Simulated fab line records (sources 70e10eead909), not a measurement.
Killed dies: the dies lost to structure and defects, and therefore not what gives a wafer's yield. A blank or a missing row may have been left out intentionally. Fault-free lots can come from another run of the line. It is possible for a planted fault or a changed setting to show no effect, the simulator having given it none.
Problem report, 8D (eight disciplines) form, completed by code + flow nandHarc + the parts of the form that need people (team, actions taken, sign-off) are left out

== 1. PROBLEM STATEMENT ==
At NHARC_END_SORT_01, killedAtArray averages 673 over 3 wafers from 3 lots, while fault-free wafers read 30, standard deviation 10. That is +64 standard deviations from the usual mean.
Seen first at day 24 01:14 on prober-01, wafer L496.4. The record has a number at this step for 7 wafers belonging to 3 lots. By rule, "out" or "out of limits" means more than 4 standard deviations away from the usual mean. All remaining wafers that have a number are taken as sound.

== 2. WHAT IT IS, WHAT IT ISN'T ==
| question                    | is                        | is not                                                                   |
|-----------------------------|---------------------------|--------------------------------------------------------------------------|
| which readings at this step | killedAtArray, killedDies | killedAtOther, killedAtPeriphery, killedOpen, killedShort                |
| which lots                  | L496, L497, L498          | -                                                                        |
| which wafers of those lots  | L496.4, L497.6, L498.4    | L496.1, L496.3, L497.5, L498.2                                           |
| read on which gauges        | prober-01                 | -                                                                        |
| when                        | from day 24 01:14         | up to then (2 sound wafers); but 2 sound wafers of L497, L498 came after |

== 3. WHAT RULES OUT EACH SUSPECT ==
Counting: if a tool at a process step up to the reading ran every lot that is out, it stays a suspect. Sound lots after the first of them don't rule it out here, since some wafers of a struck lot are sound.
- the gauge at NHARC_END_SORT_01 is ruled out. All the wafers that are out were read on prober-01, but those of them that NHARC_A_STAIRCASE_ETCH_444 has rows for are out there too, on other tools.
- rieDiel-10 at NHARC_A_STAIRCASE_ETCH_444 (etches the open film in C4F8/O2, target depth 10200 nm, time 3400 s): kept. It ran every lot that is out, first L496 (day 17 11:54). Out on those wafers are its own readings of runLengthS.
Remaining after the count: rieDiel-10 at NHARC_A_STAIRCASE_ETCH_444.

== 4. THE CAUSE (what the simulator had put in) ==
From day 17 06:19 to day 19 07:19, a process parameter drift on rieDiel-10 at NHARC_A_STAIRCASE_ETCH_444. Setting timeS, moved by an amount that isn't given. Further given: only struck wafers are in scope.
Only this tool survived the counting.

== 5. SEQUENCE OF EFFECTS, ordered by route ==
Each row: a reading where the mean over the struck wafers with a number is more than 3 standard deviations away from the usual. Scope: only readings with a usual standard deviation given in the record; hours: median across lots of the time from each lot's start at the first step in this table that gives one to its start at this step; sigmas: change in usual standard deviations.
| hours | step                       | reading       | usual    | on struck wafers | change  | sigmas      |
|-------|----------------------------|---------------|----------|------------------|---------|-------------|
| 0     | NHARC_A_STAIRCASE_ETCH_444 | runLengthS    | 3421.4 s | 4884.1           | +1462.7 | +99 or more |
| 150   | NHARC_END_SORT_01          | killedAtArray | 30       | 673              | +643    | +64         |
| 150   | NHARC_END_SORT_01          | killedDies    | 34       | 677              | +643    | +58         |
Here are the process steps it includes:
- NHARC_A_STAIRCASE_ETCH_444: etches the open film in C4F8/O2, target depth 10200 nm, time 3400 s.

== 6. HOW IT WOULD HAVE BEEN CAUGHT EARLIER ==
The first out-of-limits reading at a measuring or inspecting step in this record came at day 24 01:14, 163 hours after the fault's start at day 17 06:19.
Tool's own readings at NHARC_A_STAIRCASE_ETCH_444, runLengthS: out on all struck wafers the step has rows for; an alarm limit on them would have tripped on the first.
All the lots that are out (3) had begun NHARC_A_STAIRCASE_ETCH_444 on rieDiel-10 by day 24 01:14. Holding the tool at that point would not have protected any of them.
